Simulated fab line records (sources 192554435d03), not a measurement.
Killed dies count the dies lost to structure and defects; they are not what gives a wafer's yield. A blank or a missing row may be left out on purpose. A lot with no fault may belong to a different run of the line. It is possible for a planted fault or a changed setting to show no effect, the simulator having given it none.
Matching of chambers :: flow n5-finfet :: N5_SDB_ALD_29 on ald-sin-04 has 4 sister chambers
The step deposits SiNx, target thk 30 nm, pulse time 1 s, ald cycles 600. 4 wafers are shown with their chamber, then 12 later ones without.

## EACH WAFER AND ITS CHAMBER
wafer: L089.1
chamber: 0
heater-power-w (W): 903

wafer: L090.3
chamber: 1
heater-power-w (W): 865

wafer: L090.4
chamber: 2
heater-power-w (W): 848

wafer: L090.5
chamber: 3
heater-power-w (W): 903

## WAFERS MISSING THEIR CHAMBER
wafer: L092.3
heater-power-w (W): 829

wafer: L092.4
heater-power-w (W): 913

wafer: L092.5
heater-power-w (W): 911

wafer: L093.1
heater-power-w (W): 892

wafer: L093.4
heater-power-w (W): 861

wafer: L093.6
heater-power-w (W): 850

wafer: L096.1
heater-power-w (W): 846

wafer: L096.2
heater-power-w (W): 886

wafer: L096.3
heater-power-w (W): 879

wafer: L096.4
heater-power-w (W): 906

wafer: L096.5
heater-power-w (W): 862

wafer: L096.6
heater-power-w (W): 873

## WHICH CHAMBER EACH WENT THROUGH
wafer: L092.3
from the rows above: can't be placed: 2 or 1
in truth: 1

wafer: L092.4
from the rows above: can't be placed: 0 or 3
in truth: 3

wafer: L092.5
from the rows above: can't be placed: 0 or 3
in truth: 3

wafer: L093.1
from the rows above: can't be placed: 0 or 3 or 1
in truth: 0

wafer: L093.4
from the rows above: can't be placed: 1 or 2
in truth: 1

wafer: L093.6
from the rows above: can't be placed: 2 or 1
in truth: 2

wafer: L096.1
from the rows above: can't be placed: 2 or 1
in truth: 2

wafer: L096.2
from the rows above: can't be placed: 0 or 3 or 1
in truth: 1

wafer: L096.3
from the rows above: can't be placed: 1 or 0 or 3 or 2
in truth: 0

wafer: L096.4
from the rows above: can't be placed: 0 or 3
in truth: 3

wafer: L096.5
from the rows above: can't be placed: 1 or 2
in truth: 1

wafer: L096.6
from the rows above: can't be placed: 1 or 2
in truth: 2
Correct placement for 0 of the 12. Cannot be placed on the basis of these rows: 12; the candidates contain the true chamber in 12. Placed wrongly: 0.
How it was worked out, from the rows above alone: a wafer's distance from a chamber is the root of the sum, over the readings, of the square of ((its reading less the chamber's mean) divided by the reading's scatter). The wafer belongs to the nearest chamber; if the next one is less than 2 further off, it can't be placed. Each chamber's mean is taken over the wafers shown for it. The scatter (one wafer shown for each chamber): square how far every hidden wafer sits from the nearest shown wafer, average those squares and take the square root.
